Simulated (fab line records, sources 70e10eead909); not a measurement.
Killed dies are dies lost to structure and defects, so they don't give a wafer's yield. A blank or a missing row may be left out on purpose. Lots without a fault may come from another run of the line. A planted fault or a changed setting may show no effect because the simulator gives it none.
Which tool did it? | flow nand_harc | 24 lots, 72 wafers sampled, at 4 steps of a route of 1302

WHAT THE GAUGES READ, wafer by wafer
NHARC_A_CONTACT_CD_MEAS_69: target cd 300 nm.
lot  | measured     | on        | cd_nm (nm)
L076 | day 22 12:39 | cd_sem-01 | 300.2 300.3 300.0
L074 | day 22 13:32 | cd_sem-01 | 300.6 299.9 300.7
L075 | day 22 16:41 | cd_sem-03 | 299.0 299.6 300.1
L077 | day 23 00:44 | cd_sem-01 | 299.9 300.4 300.3
L078 | day 23 23:44 | cd_sem-03 | 300.6 300.2 300.3
L079 | day 24 02:58 | cd_sem-03 | 299.6 299.1 299.6
L080 | day 25 02:49 | cd_sem-02 | 298.7 299.9 299.5
L081 | day 25 20:59 | cd_sem-01 | 300.4 301.3 300.9
L082 | day 26 00:26 | cd_sem-03 | 300.6 300.2 299.8
L083 | day 26 02:14 | cd_sem-02 | 300.1 300.2 300.5
L084 | day 26 10:52 | cd_sem-03 | 299.7 300.0 299.3
L086 | day 26 18:28 | cd_sem-02 | 299.9 300.1 299.9
L085 | day 27 03:19 | cd_sem-03 | 300.2 299.4 300.6
L087 | day 27 03:29 | cd_sem-01 | 300.0 299.8 300.3
L089 | day 28 05:57 | cd_sem-03 | 299.7 300.2 299.8
L088 | day 28 06:20 | cd_sem-01 | 300.2 300.0 300.9
L091 | day 28 23:25 | cd_sem-01 | 299.3 300.4 299.6
L090 | day 29 06:16 | cd_sem-02 | 300.2 299.4 301.0
L092 | day 29 20:52 | cd_sem-02 | 300.7 301.1 300.5
L094 | day 30 11:07 | cd_sem-03 | 300.0 299.9 300.5
L093 | day 30 20:34 | cd_sem-01 | 299.2 298.7 299.5
L096 | day 30 23:53 | cd_sem-03 | 300.1 300.1 300.6
L095 | day 31 02:17 | cd_sem-01 | 299.1 299.2 300.8
L097 | day 32 03:32 | cd_sem-01 | 299.0 299.9 299.2

WHICH TOOL RAN EACH LOT (tool, then ch and the chambers of the sampled wafers, then the start)
lot  | NHARC_A_CONTACT_ETCH_50                       | NHARC_A_CONTACT_ETCH_117             | NHARC_A_CONTACT_ETCH_118
L076 | rie_diel-08 ch 0,1, day 22 05:34 or earlier   | har_cap_etch-03 ch 0,1, day 22 05:34 | har_cap_etch-03 ch 0,1, day 22 05:43
L074 | rie_diel-02 ch 1,2,3, day 22 06:23 or earlier | har_cap_etch-02 ch 0,1, day 22 06:23 | har_cap_etch-02 ch 0,1, day 22 06:33
L075 | rie_diel-08 ch 1,2,3, day 22 09:34 or earlier | har_cap_etch-03 ch 0,1, day 22 09:34 | har_cap_etch-03 ch 0,1, day 22 09:44
L077 | rie_diel-03 ch 1,2,3, day 22 16:38 or earlier | har_cap_etch-02 ch 0,1, day 22 16:38 | har_cap_etch-02 ch 0,1, day 22 16:49
L078 | rie_diel-03 ch 0,1,2, day 23 14:06 or earlier | har_cap_etch-01 ch 0,1, day 23 14:06 | har_cap_etch-01 ch 0,1, day 23 14:20
L079 | rie_diel-08 ch 0,2, day 23 18:10 or earlier   | har_cap_etch-03 ch 0,1, day 23 18:10 | har_cap_etch-03 ch 0,1, day 23 18:20
L080 | rie_diel-08 ch 0,2,3, day 24 19:09 or earlier | har_cap_etch-01 ch 0,1, day 24 19:09 | har_cap_etch-01 ch 0,1, day 24 19:19
L081 | rie_diel-02 ch 0,1,3, day 25 13:18 or earlier | har_cap_etch-02 ch 0,1, day 25 13:18 | har_cap_etch-02 ch 0,1, day 25 13:28
L082 | rie_diel-08 ch 0,1,2, day 25 14:49 or earlier | har_cap_etch-01 ch 0,1, day 25 14:49 | har_cap_etch-01 ch 0,1, day 25 14:59
L083 | rie_diel-08 ch 0,1,3, day 25 18:54 or earlier | har_cap_etch-02 ch 0,1, day 25 18:54 | har_cap_etch-02 ch 0,1, day 25 19:04
L084 | rie_diel-08 ch 0,2,3, day 26 01:15 or earlier | har_cap_etch-01 ch 0,1, day 26 01:15 | har_cap_etch-01 ch 0,1, day 26 01:25
L086 | rie_diel-08 ch 1,2, day 26 06:02 or earlier   | har_cap_etch-01 ch 0,1, day 26 06:02 | har_cap_etch-01 ch 0,1, day 26 06:13
L085 | rie_diel-02 ch 1,2,3, day 26 14:01 or earlier | har_cap_etch-03 ch 0,1, day 26 14:01 | har_cap_etch-03 ch 0,1, day 26 14:11
L087 | rie_diel-08 ch 0,2, day 26 14:55 or earlier   | har_cap_etch-02 ch 0,1, day 26 14:55 | har_cap_etch-02 ch 0,1, day 26 15:06
L089 | rie_diel-08 ch 0,2,3, day 27 22:50 or earlier | har_cap_etch-02 ch 0,1, day 27 22:50 | har_cap_etch-02 ch 0,1, day 27 23:01
L088 | rie_diel-02 ch 1,2,3, day 27 23:13 or earlier | har_cap_etch-03 ch 0,1, day 27 23:13 | har_cap_etch-03 ch 0,1, day 27 23:23
L091 | rie_diel-03 ch 0,2,3, day 28 16:08 or earlier | har_cap_etch-03 ch 0,1, day 28 16:08 | har_cap_etch-03 ch 0,1, day 28 16:19
L090 | rie_diel-08 ch 1,2, day 28 17:52 or earlier   | har_cap_etch-02 ch 0,1, day 28 17:52 | har_cap_etch-02 ch 0,1, day 28 18:02
L092 | rie_diel-08 ch 0,1,3, day 29 13:40 or earlier | har_cap_etch-03 ch 0,1, day 29 13:40 | har_cap_etch-03 ch 0,1, day 29 13:50
L094 | rie_diel-02 ch 0,3, day 30 03:56 or earlier   | har_cap_etch-03 ch 1, day 30 03:56   | har_cap_etch-03 ch 1, day 30 04:07
L093 | rie_diel-03 ch 0,1,2, day 30 11:45 or earlier | har_cap_etch-01 ch 0,1, day 30 11:45 | har_cap_etch-01 ch 0,1, day 30 11:55
L096 | rie_diel-08 ch 1,2, day 30 16:37 or earlier   | har_cap_etch-02 ch 0,1, day 30 16:37 | har_cap_etch-02 ch 0,1, day 30 16:47
L095 | rie_diel-03 ch 0,1,2, day 30 18:29 or earlier | har_cap_etch-01 ch 0,1, day 30 18:29 | har_cap_etch-01 ch 0,1, day 30 18:39
L097 | rie_diel-08 ch 0,1,2, day 31 17:09 or earlier | har_cap_etch-02 ch 0,1, day 31 17:09 | har_cap_etch-02 ch 0,1, day 31 17:19
- NHARC_A_CONTACT_ETCH_50: etches the open film in CF4/CHF3, target depth 121 nm, time 60.5 s.
- NHARC_A_CONTACT_ETCH_117: etches the open film in C4F8/O2/Ar, time 190 s, target depth 1850 nm.
- NHARC_A_CONTACT_ETCH_118: etches the open film in C4F8/O2/Ar, time 190 s, target depth 1850 nm.

WHAT THE TOOLS THEMSELVES READ (means of the sampled wafers that have a number; where no wafer has one, the mark that the record gives instead)
NHARC_A_CONTACT_ETCH_50.
lot  | tool        | drypump_motor_current_A (A) | oes_product_au (a.u.) | rf_vpp_V (V) | showerhead_plenum_p_Torr (Torr) | throttle_valve_pct (%)
L076 | rie_diel-08 | 5.9                         | 0.971                 | 369.1        | 1.53                            | 16.804
L074 | rie_diel-02 | 5.4                         | 0.923                 | 371.3        | 1.59                            | 16.795
L075 | rie_diel-08 | 6.0                         | 0.962                 | 368.5        | 1.53                            | 16.800
L077 | rie_diel-03 | 5.5                         | 0.924                 | 371.6        | 1.60                            | 16.803
L078 | rie_diel-03 | 5.8                         | 0.916                 | 371.7        | 1.61                            | 16.798
L079 | rie_diel-08 | 5.9                         | 0.967                 | 370.0        | 1.53                            | 16.801
L080 | rie_diel-08 | 6.0                         | 0.960                 | 369.9        | 1.53                            | 16.803
L081 | rie_diel-02 | 5.5                         | 0.937                 | 371.9        | 1.59                            | 16.802
L082 | rie_diel-08 | 5.9                         | 0.973                 | 368.5        | 1.53                            | 16.796
L083 | rie_diel-08 | 6.0                         | 0.936                 | 368.8        | 1.53                            | 16.801
L084 | rie_diel-08 | 6.0                         | 0.931                 | 368.3        | 1.53                            | 16.802
L086 | rie_diel-08 | 5.9                         | 0.916                 | 368.6        | 1.54                            | 16.801
L085 | rie_diel-02 | 5.4                         | 0.946                 | 371.1        | 1.58                            | 16.794
L087 | rie_diel-08 | 6.0                         | 0.935                 | 369.4        | 1.54                            | 16.791
L089 | rie_diel-08 | 6.0                         | 0.972                 | 369.6        | 1.52                            | 16.798
L088 | rie_diel-02 | 5.4                         | 0.922                 | 369.8        | 1.57                            | 16.794
L091 | rie_diel-03 | 5.6                         | 0.965                 | 370.4        | 1.55                            | 16.795
L090 | rie_diel-08 | 5.9                         | 0.960                 | 370.1        | 1.53                            | 16.796
L092 | rie_diel-08 | 5.9                         | 0.952                 | 368.9        | 1.52                            | 16.815
L094 | rie_diel-02 | 5.2                         | 0.966                 | 368.4        | 1.53                            | 16.802
L093 | rie_diel-03 | 5.8                         | 0.932                 | 370.8        | 1.60                            | 16.804
L096 | rie_diel-08 | 5.9                         | 0.971                 | 368.9        | 1.53                            | 16.802
L095 | rie_diel-03 | 5.8                         | 0.914                 | 372.1        | 1.60                            | 16.816
L097 | rie_diel-08 | 5.9                         | 0.968                 | 368.4        | 1.53                            | 16.799

NHARC_A_CONTACT_ETCH_117.
lot  | tool            | oes_air_line_au (a.u.)
L076 | har_cap_etch-03 | 0.996
L074 | har_cap_etch-02 | 1.018
L075 | har_cap_etch-03 | 0.996
L077 | har_cap_etch-02 | 0.992
L078 | har_cap_etch-01 | 0.994
L079 | har_cap_etch-03 | 0.998
L080 | har_cap_etch-01 | 0.997
L081 | har_cap_etch-02 | 0.984
L082 | har_cap_etch-01 | 0.993
L083 | har_cap_etch-02 | 0.986
L084 | har_cap_etch-01 | 0.973
L086 | har_cap_etch-01 | 1.008
L085 | har_cap_etch-03 | 0.999
L087 | har_cap_etch-02 | 1.004
L089 | har_cap_etch-02 | 0.998
L088 | har_cap_etch-03 | 1.033
L091 | har_cap_etch-03 | 0.996
L090 | har_cap_etch-02 | 0.965
L092 | har_cap_etch-03 | 0.987
L094 | har_cap_etch-03 | 0.986
L093 | har_cap_etch-01 | 1.002
L096 | har_cap_etch-02 | 0.997
L095 | har_cap_etch-01 | 0.976
L097 | har_cap_etch-02 | 0.989

NHARC_A_CONTACT_ETCH_118.
lot  | tool            | oes_air_line_au (a.u.)
L076 | har_cap_etch-03 | 0.994
L074 | har_cap_etch-02 | 0.982
L075 | har_cap_etch-03 | 0.996
L077 | har_cap_etch-02 | 1.010
L078 | har_cap_etch-01 | 1.001
L079 | har_cap_etch-03 | 1.033
L080 | har_cap_etch-01 | 0.998
L081 | har_cap_etch-02 | 1.013
L082 | har_cap_etch-01 | 0.996
L083 | har_cap_etch-02 | 1.001
L084 | har_cap_etch-01 | 0.982
L086 | har_cap_etch-01 | 1.020
L085 | har_cap_etch-03 | 0.999
L087 | har_cap_etch-02 | 0.994
L089 | har_cap_etch-02 | 1.001
L088 | har_cap_etch-03 | 1.009
L091 | har_cap_etch-03 | 1.008
L090 | har_cap_etch-02 | 0.999
L092 | har_cap_etch-03 | 0.994
L094 | har_cap_etch-03 | 1.022
L093 | har_cap_etch-01 | 0.998
L096 | har_cap_etch-02 | 1.006
L095 | har_cap_etch-01 | 1.024
L097 | har_cap_etch-02 | 1.015

THE ANSWER, worked out from the rows above alone
Rule: what is usual is taken from the lots themselves. Put in order of their means at a reading, lots are off if they are a third of the lots or fewer, leave a main group of 4 or more, and stand apart from it by a gap of 3 or more times the standard deviation of the main group's means; of several such gaps the widest counts. A main group whose means are all the same, to the digits that the tables above print for the reading, isn't used. A lot without any number at a reading at which 4 lots or more have one is off too. The other lots that the step has rows for count as sound. The gauges are gone through in route order, then the tools' own readings, and for those a lot's mean is taken as printed above. The first step at which some lot is off is used, and at that step the reading that is off furthest; a lot without a number counts as furthest.
No lot is off at any reading shown: from this, nothing can be told.

WHAT THE SIMULATOR HAD PUT IN
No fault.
